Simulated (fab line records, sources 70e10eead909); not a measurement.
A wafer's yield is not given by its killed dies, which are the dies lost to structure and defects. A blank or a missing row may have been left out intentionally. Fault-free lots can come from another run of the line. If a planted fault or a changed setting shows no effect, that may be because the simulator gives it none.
Chamber matching    flow nand_harc    rie_diel-06 running NHARC_P_M0_DESCUM_14: 4 sister chambers
The step chemistry O2, time 3 s. 27 wafers are shown with their chamber, then 12 later ones without.

## WAFERS PAIRED WITH THEIR CHAMBERS
wafer   chamber  drypump_motor_current_A (A)  showerhead_plenum_p_Torr (Torr)  oes_product_au (a.u.)
L075.3  0        5.9                          1.99                             0.983
L075.4  3        5.0                          1.94                             0.992
L075.5  3        5.0                          1.94                             1.002
L081.1  0        5.9                          1.99                             0.994
L081.2  1        6.1                          2.00                             0.989
L081.6  1        6.1                          2.00                             0.999
L082.2  3        5.0                          1.94                             1.001
L082.4  0        5.9                          1.99                             0.984
L082.6  1        6.2                          2.00                             1.000
L087.2  0        5.9                          1.98                             0.988
L087.3  1        6.1                          2.00                             0.997
L087.5  2        5.6                          2.06                             0.996
L085.1  2        5.6                          2.06                             1.006
L085.5  2        5.6                          2.06                             1.001
L085.6  3        5.0                          1.94                             0.989
L089.2  0        5.9                          1.98                             0.980
L089.3  3        5.0                          1.94                             0.987
L089.5  1        6.1                          2.00                             1.000
L088.1  2        5.6                          2.06                             1.008
L088.3  0        5.9                          1.98                             0.989
L088.6  2        5.6                          2.06                             1.001
L088.2  1        6.1                          2.00                             0.993
L088.4  3        5.0                          1.94                             0.996
L088.5  3        5.0                          1.94                             1.005
L090.1  0        5.9                          1.98                             0.987
L090.3  3        5.0                          1.94                             0.989
L090.5  0        5.9                          1.98                             0.992

SIGNATURES (averages over the wafers above)
reading                   chamber 0  chamber 1  chamber 2  chamber 3  scatter within a chamber
drypump_motor_current_A   5.900      6.117      5.600      5.000      0.019
showerhead_plenum_p_Torr  1.9837     2.0000     2.0600     1.9400     0.00286
oes_product_au            0.98713    0.99633    1.00240    0.99512    0.00541
Rule: distance of a wafer from a chamber = root of the sum over the readings of ((wafer's reading minus chamber's mean) / reading's scatter) squared. The wafer belongs to the nearest chamber; if the next one is less than 2 further off, it can't be placed. How the scatter is found: for the shown wafers, subtract from each reading the mean of its chamber, square and add these, divide the total by (wafers less chambers), then take the root.

## WAFERS WITH NO CHAMBER GIVEN
wafer   drypump_motor_current_A (A)  showerhead_plenum_p_Torr (Torr)  oes_product_au (a.u.)
L093.2  6.2                          2.00                             0.994
L093.3  6.0                          1.98                             0.981
L093.6  6.0                          1.98                             0.982
L092.1  6.0                          1.98                             0.980
L092.4  5.0                          1.94                             0.996
L092.6  5.6                          2.06                             0.990
L097.1  5.0                          1.94                             0.987
L097.4  6.2                          2.00                             0.994
L097.6  6.0                          1.98                             0.992
L097.2  6.0                          1.98                             0.993
L097.3  5.6                          2.06                             0.999
L097.5  5.0                          1.94                             0.988

## WHICH CHAMBER EACH WENT THROUGH
wafer   from the rows above  in truth
L093.2  1                    1
L093.3  0                    0
L093.6  0                    0
L092.1  0                    0
L092.4  3                    3
L092.6  2                    2
L097.1  3                    3
L097.4  1                    1
L097.6  0                    0
L097.2  0                    0
L097.3  2                    2
L097.5  3                    3
12 of 12 placed correctly. Can't be placed from these rows: 0. Wrongly placed: 0.
